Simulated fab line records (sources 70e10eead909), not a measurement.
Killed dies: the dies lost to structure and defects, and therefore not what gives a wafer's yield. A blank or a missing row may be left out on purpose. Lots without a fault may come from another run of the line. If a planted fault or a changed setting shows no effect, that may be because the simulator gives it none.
The tool behind it: which one?    flow nandHarc    13 lots, 39 wafers sampled, at 5 steps of a route of 1302

## WHAT THE GAUGES SHOWED, per wafer
NHARC_END_SORT_01.
lot   measured      on         killedAtArray  killedAtOther  killedAtPeriphery  killedDies   killedOpen  killedShort
L653  day 30 02:23  prober-02  202 128 142    0 0 0          0 2 0              202 130 142  2 3 2       2 6 1
L652  day 30 09:52  prober-01  257 262 223    1 0 1          1 0 1              259 262 225  0 1 6       6 3 7

## WHICH TOOL RAN EACH LOT (tool, then ch and the chambers of the sampled wafers, then the start)
lot   NHARC_A_CONTACT_DEP_84        NHARC_A_BONDPAD_DESCUM_11          NHARC_A_BONDPAD_PRE_CLEAN_26            NHARC_THIN_TSV_DEGAS_53
L640  aclDep-03 ch 0, day 22 22:26  rieDiel-12 ch 1,2,3, day 23 22:02  pvdSputter-03, day 25 13:46 or earlier  pvdSputter-02, day 25 13:46
L641  aclDep-03 ch 0, day 23 01:46  rieDiel-06 ch 0,1,3, day 24 00:34  pvdSputter-01, day 25 16:23 or earlier  pvdSputter-02, day 25 16:23
L644  aclDep-02 ch 0, day 24 12:00  rieDiel-12 ch 0,1,3, day 25 09:46  pvdSputter-02, day 26 05:34 or earlier  pvdSputter-01, day 26 05:34
L645  aclDep-03 ch 0, day 25 00:22  rieDiel-06 ch 1,2,3, day 25 22:34  pvdSputter-01, day 26 18:37 or earlier  pvdSputter-01, day 26 18:37
L646  aclDep-02 ch 0, day 25 22:11  rieDiel-12 ch 1,2,3, day 26 21:43  pvdSputter-02, day 27 17:14 or earlier  pvdSputter-03, day 27 17:14
L647  aclDep-02 ch 0, day 26 05:23  rieDiel-13 ch 0,2, day 27 03:17    pvdSputter-01, day 27 23:01 or earlier  pvdSputter-03, day 27 23:01
L648  aclDep-01 ch 0, day 26 08:38  rieDiel-06 ch 1,2, day 27 06:08    pvdSputter-01, day 28 00:08 or earlier  pvdSputter-02, day 28 00:08
L651  aclDep-01 ch 0, day 26 17:43  rieDiel-06 ch 1,2,3, day 27 15:20  pvdSputter-01, day 28 10:31 or earlier  pvdSputter-03, day 28 10:31
L653  aclDep-01 ch 0, day 27 20:36  rieDiel-12 ch 1,2,3, day 28 18:49  pvdSputter-02, day 29 15:40 or earlier  pvdSputter-01, day 29 15:40
L652  aclDep-01 ch 0, day 28 04:34  rieDiel-12 ch 0,2,3, day 29 02:14  pvdSputter-02, day 29 22:10 or earlier  pvdSputter-01, day 29 22:10
L656  aclDep-02 ch 0, day 29 08:05  rieDiel-06 ch 1,2,3, day 30 06:26  pvdSputter-02, day 31 03:08 or earlier  pvdSputter-01, day 31 03:08
L660  aclDep-01 ch 0, day 30 18:01  rieDiel-06 ch 0,2, day 31 15:50    pvdSputter-02, day 32 16:34 or earlier  pvdSputter-02, day 32 16:34
L662  aclDep-01 ch 0, day 32 05:32  rieDiel-06 ch 1,2,3, day 33 02:47  pvdSputter-03, day 33 22:37 or earlier  pvdSputter-03, day 33 22:37
- NHARC_A_CONTACT_DEP_84: deposits aC, target thk 2800 nm.
- NHARC_A_BONDPAD_DESCUM_11: chemistry O2, time 3 s.
- NHARC_A_BONDPAD_PRE_CLEAN_26: time 30 s.
- NHARC_THIN_TSV_DEGAS_53: time 60 s.

## WHAT THE TOOLS THEMSELVES READ (means of the sampled wafers that have a number; where no wafer has one, the mark that the record gives instead)
NHARC_A_CONTACT_DEP_84.
lot   tool       throttleValvePct (%)
L640  aclDep-03  35.001
L641  aclDep-03  34.997
L644  aclDep-02  34.998
L645  aclDep-03  34.999
L646  aclDep-02  34.993
L647  aclDep-02  35.003
L648  aclDep-01  35.003
L651  aclDep-01  34.999
L653  aclDep-01  34.993
L652  aclDep-01  35.005
L656  aclDep-02  35.007
L660  aclDep-01  35.003
L662  aclDep-01  34.999

NHARC_A_BONDPAD_DESCUM_11.
lot   tool        drypumpMotorCurrentA (A)  o2FlowSccm (sccm)  oesProductAu (a.u.)  rfVppV (V)  showerheadPlenumPTorr (Torr)  throttleValvePct (%)
L640  rieDiel-12  6.0                       199.7              1.004                57.1        1.88                          11.314
L641  rieDiel-06  5.7                       200.7              1.000                58.1        1.90                          11.315
L644  rieDiel-12  6.1                       200.5              0.998                57.1        1.83                          11.310
L645  rieDiel-06  6.0                       199.9              0.995                57.5        1.98                          11.314
L646  rieDiel-12  6.0                       200.6              1.010                57.6        1.87                          11.316
L647  rieDiel-13  5.9                       200.0              1.006                57.3        1.93                          11.312
L648  rieDiel-06  5.8                       200.0              0.996                58.8        2.02                          11.317
L651  rieDiel-06  6.0                       200.2              1.000                58.1        1.98                          11.306
L653  rieDiel-12  6.0                       200.4              1.002                58.0        1.87                          11.300
L652  rieDiel-12  5.7                       199.9              1.010                57.5        1.95                          11.307
L656  rieDiel-06  5.9                       200.5              1.006                58.0        1.98                          11.307
L660  rieDiel-06  5.9                       199.9              1.002                57.5        1.97                          11.303
L662  rieDiel-06  5.9                       201.0              1.000                57.7        1.98                          11.318

NHARC_A_BONDPAD_PRE_CLEAN_26.
lot   tool           heaterPowerW (W)
L640  pvdSputter-03  458
L641  pvdSputter-01  354
L644  pvdSputter-02  454
L645  pvdSputter-01  374
L646  pvdSputter-02  460
L647  pvdSputter-01  378
L648  pvdSputter-01  350
L651  pvdSputter-01  350
L653  pvdSputter-02  414
L652  pvdSputter-02  408
L656  pvdSputter-02  447
L660  pvdSputter-02  446
L662  pvdSputter-03  413

NHARC_THIN_TSV_DEGAS_53.
lot   tool           heaterPowerW (W)
L640  pvdSputter-02  527
L641  pvdSputter-02  511
L644  pvdSputter-01  429
L645  pvdSputter-01  400
L646  pvdSputter-03  479
L647  pvdSputter-03  564
L648  pvdSputter-02  475
L651  pvdSputter-03  541
L653  pvdSputter-01  401
L652  pvdSputter-01  395
L656  pvdSputter-01  399
L660  pvdSputter-02  521
L662  pvdSputter-03  472

## THE ANSWER, worked out from the rows above alone
Rule: the lots themselves supply what counts as usual. The widest of any qualifying gaps counts: lots, ordered by their means at a reading, are off when they make up no more than a third of the lots, leave a main group of 4 or more, and stand apart from it by 3 or more times the standard deviation of that group's means. Not used: any main group whose means are identical at the precision the tables above print for the reading. A lot without any number at a reading at which 4 lots or more have one is off too. All remaining lots with rows at the step are treated as sound. After the gauges, taken in route order, come the tools' own readings; for these a lot's mean is taken, as printed above. At the first step where some lot is off, the reading lying furthest off is the one used; lots without a number count as furthest.
No lot is off on any of the readings shown, so nothing can be concluded from this.

## WHAT WAS PUT IN BY THE SIMULATOR
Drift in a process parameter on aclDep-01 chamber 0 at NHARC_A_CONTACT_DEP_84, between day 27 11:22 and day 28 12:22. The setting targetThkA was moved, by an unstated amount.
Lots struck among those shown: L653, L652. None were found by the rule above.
